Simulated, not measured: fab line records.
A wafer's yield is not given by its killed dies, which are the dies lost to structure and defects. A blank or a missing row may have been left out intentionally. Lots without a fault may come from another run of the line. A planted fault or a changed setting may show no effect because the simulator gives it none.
Which tool is to blame? -- flow n5 finfet -- 36 wafers from 12 lots sampled at 3 of the route's 1938 steps

## WHAT THE GAUGES READ, wafer by wafer
N5_MOL_CONTACT_COAG_INSPECT_42: inspects for defects (brightfield).
lot,measured,on,raw defect count
L075,day 5 10:49,defect inspect-01,209 209 287
L077,day 5 21:56,defect inspect-01,165 209 236
L079,day 6 07:46,defect inspect-01,138 262 189
L081,day 7 02:45,defect inspect-01,184 263 133
L083,day 7 08:22,defect inspect-01,172 129 138
L085,day 8 02:16,defect inspect-02,215 248 283
L087,day 8 13:28,defect inspect-01,247 191 182
L089,day 8 23:32,defect inspect-02,184 179 210
L091,day 9 14:22,defect inspect-01,198 277 218
L093,day 9 19:23,defect inspect-02,92 128 105
L095,day 10 14:07,defect inspect-01,287 212 191
L097,day 10 20:59,defect inspect-01,197 218 310

## TOOL THAT RAN EACH LOT (tool first, then ch and the chambers of the sampled wafers, then the start)
lot,N5_MOL_CONTACT_COAG_ALD_27,N5_MOL_CONTACT_COAG_ETCH_91
L075,"ald sin-03 ch 2,3, day 5 06:42","rie diel-05 ch 2,3, day 5 09:58"
L077,"ald sin-03 ch 0,1,3, day 5 17:01","rie diel-05 ch 1,2, day 5 20:56"
L079,"ald sin-01 ch 0,2, day 6 03:00","rie diel-04 ch 0,2,3, day 6 06:47"
L081,"ald sin-01 ch 0,1, day 6 22:19","rie diel-02 ch 0,3, day 7 01:46"
L083,"ald sin-01 ch 1,2,3, day 7 04:07","rie diel-05 ch 1,2,3, day 7 07:30"
L085,"ald sin-01 ch 0,1,3, day 7 21:58","rie diel-05 ch 0,1,3, day 8 01:23"
L087,"ald sin-03 ch 0,2,3, day 8 09:21","rie diel-05 ch 0,1,2, day 8 12:35"
L089,"ald sin-01 ch 0,1, day 8 17:34","rie diel-02 ch 0,1, day 8 22:30"
L091,"ald sin-03 ch 0,1,3, day 9 09:35","rie diel-05 ch 0,1,3, day 9 13:28"
L093,"ald sin-02 ch 1,2, day 9 15:17","rie diel-05 ch 0,1,2, day 9 18:31"
L095,"ald sin-01 ch 1,2,3, day 10 09:40","rie diel-05 ch 1,2,3, day 10 13:16"
L097,"ald sin-01 ch 1,3, day 10 16:23","rie diel-04 ch 1,2,3, day 10 19:57"
- N5_MOL_CONTACT_COAG_ALD_27: deposits SiOC, target thk 17 nm, pulse time 1.5 s, time 2720 s.
- N5_MOL_CONTACT_COAG_ETCH_91: etches SOC in N2/H2, target depth 60 nm, overetch 21 nm, time 101.2 s.

## THE ANSWER, worked out from the rows above alone
Rule: the usual values come from the lots themselves. The widest of any qualifying gaps counts: lots, ordered by their means at a reading, are off when they make up no more than a third of the lots, leave a main group of 4 or more, and stand apart from it by 3 or more times the standard deviation of that group's means. Not used: any main group whose means are identical at the precision the tables above print for the reading. Also off: a lot with no number at a reading for which 4 or more lots have one. All remaining lots with rows at the step are treated as sound.
No lot is off at any reading shown: from this, nothing can be told.

## WHAT WAS PUT IN BY THE SIMULATOR
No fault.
